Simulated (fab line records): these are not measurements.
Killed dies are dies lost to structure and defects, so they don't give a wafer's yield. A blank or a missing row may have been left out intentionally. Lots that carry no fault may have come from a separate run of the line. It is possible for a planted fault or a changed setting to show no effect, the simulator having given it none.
fab line records ; flow n5Finfet
[record] lots = 10; wafers = 30; lastDay = 19
route steps=1938 shown ZERO_LAYER@15 WELL_APT@29 PMOS_HMC_CHANNEL_EPI@66 BEOL_M4@1111
lots that met no fault: taken from a fault-free run of the same line
startH: hours from the record's opening day to when the first of the lot's shown wafers began ; waitH: hours elapsed since this lot's preceding step ; " same as the row above ; L1.1+2: one row covering several wafers at once ; - no value, or no start given ; * or withheld: withheld ; < > ~ a bound
route shown NAME@n: names a module that has steps shown in the file, with the first one's number in the route ; usual: the fault-free wafers' mean and standard deviation ; same: alike in all rows ; chamber/n: place in a boat ; sites: each site's reading ; _std_site: standard deviation across them ; _edge_site: the outer-site mean with the inner-site mean subtracted ; radiusMm: how far each site lies from the wafer's centre ; mask NAME#n: copy n ; behind: the last tool/chamber to shape the wafer ; hold: the reason the lot was held/the length of the hold in hours/how it ended ; device: the n, p or np transistor that did not switch ; end of line: tests of these same wafers at the route's end ; where a step has no rows: the recipe by itself ; killed: dies that structure and defects cost at the first sort, which is not the same as the wafer's yield ; map: per-die view of a wafer (x killed, . not killed, _ where there is no die)
set.NAME: the setting that was run; set.NAME@STEP: the one run at that earlier step ; model.NAME: the simulator's own value behind a step, which no gauge read
route steps across a sampled set of lots; one table per step, one row per wafer
services: the hour from which a tool's chamber was out of use, counted from the record's first day as startH (under 0 if before that day), plus the number of hours and why
[[steps]]
[step N5_ZERO_LAYER_ETCH_17]
[recipe] chemistry = CF4; target = SiO2; targetDepthA = 120; timeS = 13.3; ionEnergyEv = 350; pressureMtorr = 40; sourceW = 450; biasW = 215; Ar_flow_sccm = 100; cf4FlowSccm = 100
[usual] drypumpMotorCurrentA = 5.4/0.37; oesProductAu = 0.78/0.07; rfVppV = 948.6/2.9; showerheadPlenumPTorr = 2.14/0.046; throttleValvePct = 15.68/0.23
lot.wafer;tool;chamber;startH;waitH;drypumpMotorCurrentA;oesProductAu;rfHoursCounterH;rfVppV;showerheadPlenumPTorr;throttleValvePct
L996.2;rieDiel-06;3;25.07;0.0;5.1;0.73;196;948.1;2.12;15.89
L996.3;rieDiel-06;2;25.07;0.0;5.8;0.85;51;950.4;2.18;15.61
L996.5;rieDiel-06;0;25.07;0.0;5.4;0.76;-;949.2;2.14;15.79
L998.1;rieDiel-03;2;36.74;0.0;5.8;0.74;140;954.5;2.23;15.41
L998.3;rieDiel-03;3;36.74;0.0;5.4;0.80;102;948.9;2.16;15.81
L998.4;rieDiel-03;0;36.74;0.0;6.2;0.71;227;947.6;2.12;15.71
L999.2;rieDiel-06;2;43.00;0.0;5.8;0.85;56;951.6;2.18;15.62
L999.5;rieDiel-06;3;43.00;0.0;5.2;0.73;-;947.1;2.12;15.91
L999.6;rieDiel-06;0;43.00;0.0;5.4;0.76;-;947.0;2.14;15.80
L100.2;rieDiel-03;1;48.91;0.0;5.1;0.87;44;951.0;2.18;15.35
L100.3;rieDiel-03;3;48.91;0.0;5.4;0.79;106;950.3;2.15;15.83
L100.6;rieDiel-03;1;48.91;0.0;5.1;0.87;-;948.9;2.18;15.34
L106.4;rieDiel-05;2;84.90;0.0;5.8;0.84;72;951.5;2.17;15.89
L106.5;rieDiel-05;1;84.90;0.0;5.0;0.91;-;945.7;2.10;15.31
L106.6;rieDiel-05;2;84.90;0.0;5.8;0.85;-;950.2;2.17;15.89
L108.2;rieDiel-06;3;96.84;0.0;5.2;0.71;219;946.8;2.11;15.95
L108.3;rieDiel-06;2;96.84;0.0;5.8;0.82;72;950.8;2.17;15.64
L108.5;rieDiel-06;1;96.84;0.0;5.7;0.69;-;943.6;2.03;15.84
L112.2;rieDiel-03;2;120.71;0.0;5.8;0.72;168;953.5;2.22;15.46
L112.5;rieDiel-03;2;120.71;0.0;5.7;0.72;-;952.9;2.22;15.46
L112.6;rieDiel-03;3;120.71;0.0;5.4;0.77;-;948.9;2.15;15.88
L115.2;rieDiel-05;0;138.74;0.0;4.9;0.71;206;947.3;2.12;15.94
L115.3;rieDiel-05;2;138.74;0.0;5.8;0.84;88;950.7;2.17;15.93
L115.6;rieDiel-05;1;138.74;0.0;4.9;0.88;-;945.4;2.09;15.34
L116.4;rieDiel-05;1;144.85;0.0;4.9;0.88;48;945.6;2.09;15.35
L116.5;rieDiel-05;0;144.85;0.0;4.9;0.70;-;948.2;2.12;15.93
L116.6;rieDiel-05;1;144.85;0.0;4.9;0.88;-;945.2;2.09;15.36
L117.1;rieDiel-06;2;150.84;0.0;5.8;0.80;92;950.0;2.16;15.70
L117.3;rieDiel-06;0;150.84;0.0;5.4;0.73;190;948.4;2.13;15.87
L117.6;rieDiel-06;2;150.84;0.0;5.9;0.79;-;950.1;2.16;15.69
[step N5_WELL_APT_OVL_MEAS_09]
[recipe] pointsPerWafer = 44
[usual] NWELL_OVL = -2/5.2
lot.wafer;tool;chamber;startH;waitH;NWELL_OVL[nm]
L996.2;overlay-01;0;26.09;0.0;-6
L996.3;overlay-01;0;26.09;0.0;5
L996.5;overlay-01;0;26.09;0.0;-3
L998.1;overlay-02;0;37.61;0.0;-3
L998.3;overlay-02;0;37.61;0.0;-1
L998.4;overlay-02;0;37.61;0.0;-4
L999.2;overlay-01;0;44.02;0.0;4
L999.5;overlay-01;0;44.02;0.0;3
L999.6;overlay-01;0;44.02;0.0;3
L100.2;overlay-01;0;49.78;0.0;-2
L100.3;overlay-01;0;49.78;0.0;-1
L100.6;overlay-01;0;49.78;0.0;5
L106.4;overlay-02;0;85.90;0.0;-4
L106.5;overlay-02;0;85.90;0.0;2
L106.6;overlay-02;0;85.90;0.0;-1
L108.2;overlay-01;0;97.84;0.0;-7
L108.3;overlay-01;0;97.84;0.0;-3
L108.5;overlay-01;0;97.84;0.0;-1
L112.2;overlay-01;0;121.59;0.0;-11
L112.5;overlay-01;0;121.59;0.0;-17
L112.6;overlay-01;0;121.59;0.0;-4
L115.2;overlay-01;0;139.61;0.0;-3
L115.3;overlay-01;0;139.61;0.0;3
L115.6;overlay-01;0;139.61;0.0;-6
L116.4;overlay-01;0;145.74;0.0;-4
L116.5;overlay-01;0;145.74;0.0;-3
L116.6;overlay-01;0;145.74;0.0;-2
L117.1;overlay-01;0;151.84;0.0;-8
L117.3;overlay-01;0;151.84;0.0;-2
L117.6;overlay-01;0;151.84;0.0;-2
[step N5_WELL_APT_IMPLANT_32]
[recipe] species = BF2; energyKev = 50; doseCm2 = 2e+13; tiltDeg = 0; rotationDeg = 0
[usual] beamEnergyKeV = 49.999/0.016
lot.wafer;tool;chamber;startH;waitH;beamEnergyKeV
L996.2;implanter-02;0;27.70;0.1;50.016
L996.3;implanter-02;0;27.70;0.1;49.975
L996.5;implanter-02;0;27.70;0.1;49.987
L998.1;implanter-01;0;39.69;0.1;49.995
L998.3;implanter-01;0;39.69;0.1;49.970
L998.4;implanter-01;0;39.69;0.1;49.978
L999.2;implanter-01;0;46.19;0.1;49.988
L999.5;implanter-01;0;46.19;0.1;49.995
L999.6;implanter-01;0;46.19;0.1;50.001
L100.2;implanter-02;0;51.39;0.1;50.022
L100.3;implanter-02;0;51.39;0.1;50.029
L100.6;implanter-02;0;51.39;0.1;50.018
L106.4;implanter-01;0;87.48;0.1;34.481
L106.5;implanter-01;0;87.48;0.1;34.478
L106.6;implanter-01;0;87.48;0.1;34.467
L108.2;implanter-01;0;99.67;0.1;34.485
L108.3;implanter-01;0;99.67;0.1;34.514
L108.5;implanter-01;0;99.67;0.1;34.478
L112.2;implanter-02;0;123.57;0.1;49.995
L112.5;implanter-02;0;123.57;0.1;50.006
L112.6;implanter-02;0;123.57;0.1;50.006
L115.2;implanter-02;0;141.34;0.1;49.978
L115.3;implanter-02;0;141.34;0.1;50.006
L115.6;implanter-02;0;141.34;0.1;49.988
L116.4;implanter-02;0;147.50;0.1;49.990
L116.5;implanter-02;0;147.50;0.1;49.973
L116.6;implanter-02;0;147.50;0.1;50.006
L117.1;implanter-02;0;153.90;0.1;49.976
L117.3;implanter-02;0;153.90;0.1;49.993
L117.6;implanter-02;0;153.90;0.1;49.968
[step N5_PMOS_HMC_CHANNEL_EPI_OVL_MEAS_10]
[recipe] pointsPerWafer = 44
[usual] PMOS_HMC_BLK_OVL = 0.0/0.72
lot.wafer;tool;chamber;startH;waitH;PMOS_HMC_BLK_OVL[nm]
L996.2;overlay-01;0;29.51;0.0;0.7
L996.3;overlay-01;0;29.51;0.0;1.1
L996.5;overlay-01;0;29.51;0.0;0.2
L998.1;overlay-02;0;41.89;0.0;0.1
L998.3;overlay-02;0;41.89;0.0;0.6
L998.4;overlay-02;0;41.89;0.0;-0.1
L999.2;overlay-01;0;47.87;0.0;0.4
L999.5;overlay-01;0;47.87;0.0;0.8
L999.6;overlay-01;0;47.87;0.0;0.4
L100.2;overlay-01;0;53.39;0.0;-0.1
L100.3;overlay-01;0;53.39;0.0;1.0
L100.6;overlay-01;0;53.39;0.0;0.2
L106.4;overlay-01;0;89.47;0.0;0.5
L106.5;overlay-01;0;89.47;0.0;-0.5
L106.6;overlay-01;0;89.47;0.0;0.5
L108.2;overlay-02;0;101.49;0.0;0.7
L108.3;overlay-02;0;101.49;0.0;0.1
L108.5;overlay-02;0;101.49;0.0;-0.1
L112.2;overlay-01;0;125.37;0.0;0.5
L112.5;overlay-01;0;125.37;0.0;0.5
L112.6;overlay-01;0;125.37;0.0;1.2
L115.2;overlay-01;0;143.41;0.0;0.5
L115.3;overlay-01;0;143.41;0.0;-0.6
L115.6;overlay-01;0;143.41;0.0;0.7
L116.4;overlay-01;0;149.59;0.0;0.2
L116.5;overlay-01;0;149.59;0.0;-0.4
L116.6;overlay-01;0;149.59;0.0;0.4
L117.1;overlay-02;0;155.61;0.0;-0.1
L117.3;overlay-02;0;155.61;0.0;-0.9
L117.6;overlay-02;0;155.61;0.0;-0.1
[step N5_BEOL_M4_RC_MEAS_101]
[usual] CJ_N = 4.36/0.086; DIBL_N = 36.2/1.2; DIBL_P = 36.3/1.3; IOFF_N = 0.155/0.019; IOFF_N_LONG = 5.54e-05/2.4e-06; IOFF_P = 0.210/0.029; ION_N = 677/8.6; ION_P = 465/6.8; RS_PWELL = 3012/22; SS_N = 71.4/0.48; SS_P = 73.2/0.53; VT_N = 249.9/2.4; VT_P = -250/3.2
lot.wafer;tool;chamber;startH;waitH;CJ_N;DIBL_N[mV/V];DIBL_P[mV/V];IOFF_N[nA/um];IOFF_N_LONG[nA/um];IOFF_P[nA/um];ION_N[uA/um];ION_P[uA/um];RS_PWELL[ohm/sq];SS_N[mV/dec];SS_P[mV/dec];VT_N[mV];VT_P[mV]
L996.2;prober-02;0;164.57;0.2;4.37;35.9;36.3;0.161;5.91e-05;0.233;680;471;3019;71.5;73.6;247.7;-247
L996.3;prober-02;0;164.57;0.2;4.28;35.5;36.4;0.155;5.98e-05;0.227;690;476;3040;70.4;72.9;246.8;-247
L996.5;prober-02;0;164.57;0.2;4.26;35.7;36.2;0.155;5.94e-05;0.229;681;472;3036;70.8;73.7;246.7;-248
L998.1;prober-02;0;199.88;0.0;4.36;35.7;36.0;0.144;5.41e-05;0.215;671;463;3025;71.6;73.4;251.6;-249
L998.3;prober-02;0;199.88;0.0;4.33;37.4;38.4;0.182;5.39e-05;0.245;678;469;3032;70.9;74.0;246.6;-247
L998.4;prober-02;0;199.88;0.0;4.42;37.0;37.4;0.166;5.48e-05;0.222;666;464;3010;71.0;73.7;249.5;-248
L999.2;prober-02;0;206.36;0.2;4.36;37.6;37.0;0.164;5.39e-05;0.198;679;458;2999;71.6;73.7;248.7;-252
L999.5;prober-02;0;206.36;0.2;4.35;37.2;36.6;0.149;5.35e-05;0.181;673;457;3013;71.4;74.1;252.1;-253
L999.6;prober-02;0;206.36;0.2;4.33;36.1;35.7;0.144;5.39e-05;0.183;674;465;2969;71.0;73.3;251.6;-251
L100.2;prober-02;0;216.28;0.2;4.31;35.7;36.7;0.176;5.62e-05;0.239;682;470;3022;71.8;72.9;251.2;-250
L100.3;prober-02;0;216.28;0.2;4.36;34.8;35.9;0.147;5.53e-05;0.219;680;474;3020;70.9;74.0;250.3;-252
L100.6;prober-02;0;216.28;0.2;4.31;33.7;34.1;0.128;5.77e-05;0.190;681;467;3008;70.7;73.0;250.1;-250
L106.4;prober-01;0;261.68;0.5;5.52;35.6;36.1;0.132;6.84e-05;0.197;658;462;3150;71.6;73.6;252.4;-250
L106.5;prober-01;0;261.68;0.5;5.58;34.5;34.8;0.121;6.8e-05;0.173;661;461;3165;71.3;72.1;253.2;-252
L106.6;prober-01;0;261.68;0.5;5.60;37.6;38.3;0.172;6.88e-05;0.234;678;466;3152;72.0;73.4;249.4;-250
L108.2;prober-02;0;273.99;0.2;5.47;35.1;37.3;0.152;6.59e-05;0.225;670;462;3152;71.4;74.0;251.9;-249
L108.3;prober-02;0;273.99;0.2;5.48;34.7;36.4;0.142;6.65e-05;0.215;672;469;3142;71.8;73.4;249.7;-249
L108.5;prober-02;0;273.99;0.2;5.56;35.2;37.5;0.164;6.76e-05;0.238;677;472;3133;70.4;73.7;249.2;-246
L112.2;prober-02;0;282.73;0.2;4.26;36.5;37.6;0.155;5.33e-05;0.216;672;464;3015;70.9;73.4;250.2;-248
L112.5;prober-02;0;282.73;0.2;4.38;35.7;36.6;0.142;5.43e-05;0.194;676;464;3040;71.5;73.3;251.9;-251
L112.6;prober-02;0;282.73;0.2;4.25;36.0;37.3;0.145;5.18e-05;0.219;676;463;3008;71.8;73.5;251.1;-248
L115.2;prober-02;0;308.16;0.2;4.39;37.6;36.5;0.155;5.46e-05;0.207;665;457;3054;71.7;72.6;250.2;-250
L115.3;prober-02;0;308.16;0.2;4.32;37.3;37.1;0.156;5.42e-05;0.218;680;465;3022;71.6;72.3;250.3;-249
L115.6;prober-02;0;308.16;0.2;4.42;37.2;36.3;0.147;5.54e-05;0.203;671;467;3062;71.3;73.1;250.7;-249
L117.1;prober-02;0;322.78;0.0;4.57;35.4;33.4;0.128;5.38e-05;0.159;657;451;3025;70.9;72.4;252.2;-254
L117.3;prober-02;0;322.78;0.0;4.48;36.9;35.5;0.159;5.36e-05;0.188;673;459;3015;71.7;72.8;250.4;-251
L117.6;prober-02;0;322.78;0.0;4.53;37.4;36.0;0.164;5.42e-05;0.199;674;458;3025;71.9;73.6;249.7;-252
L116.4;prober-02;0;329.51;0.5;4.32;36.7;36.1;0.170;5.84e-05;0.206;676;466;2994;71.5;73.0;247.0;-251
L116.5;prober-02;0;329.51;0.5;4.31;36.6;35.9;0.166;5.82e-05;0.199;676;461;2956;70.6;73.5;250.3;-252
L116.6;prober-02;0;329.51;0.5;4.31;37.7;38.0;0.184;5.66e-05;0.240;690;471;2996;72.1;73.9;245.6;-249
[[services]]
tool;chamber;startH;hours;kind
rieDiel-05;-;2.92;2.8;pm
implanter-01;-;17.83;0.6;repair
implanter-01;-;33.01;1.2;repair
rieDiel-06;1;45.23;9.4;repair
implanter-02;-;45.87;2.8;pm
rieDiel-05;-;53.95;0.3;repair
implanter-02;-;54.26;5.8;repair
implanter-02;-;84.78;1.8;repair
implanter-01;-;92.13;3.5;repair
rieDiel-03;0;109.73;-;clean
rieDiel-03;0;109.73;-;consumableReplace:focusRing
rieDiel-03;0;109.73;26.8;scheduledDown
rieDiel-03;0;109.73;26.8;ventCycle
implanter-01;-;122.32;3.0;repair
implanter-01;-;139.04;3.7;pm
rieDiel-06;1;144.27;14.9;repair
implanter-01;-;150.04;22.4;repair
rieDiel-03;3;152.15;13.5;repair
[[key]]
[firstSign] step = N5_WELL_APT_IMPLANT_32; reading = beamEnergyKeV; direction = down; sigmas = 99+; usual = 49.999; struck = 34.484
[effect] step = N5_BEOL_M4_RC_MEAS_101; reading = CJ_N; direction = up; sigmas = 14; usual = 4.36; struck = 5.54
[effect] step = N5_BEOL_M4_RC_MEAS_101; reading = RS_PWELL; direction = up; sigmas = 6.1; usual = 3012; struck = 3149
[effect] step = N5_BEOL_M4_RC_MEAS_101; reading = IOFF_N_LONG; direction = up; sigmas = 5; usual = 5.54e-05; struck = 6.75e-05
metAt N5_WELL_APT_IMPLANT_32
struckLots L106,L108
notActingAt N5_ZERO_LAYER_ETCH_17,N5_WELL_APT_OVL_MEAS_09,N5_PMOS_HMC_CHANNEL_EPI_OVL_MEAS_10
onsetBetween 46.19 87.48
[fault] kind = processParameterDrift; tool = implanter-01; chamber = -; onsetH = 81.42; steps = N5_WELL_APT_IMPLANT_32; channel = energyKev; offset = -15.524; shape = step; endH = 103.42; actsIn = theseRecipesOnly; stated = 50
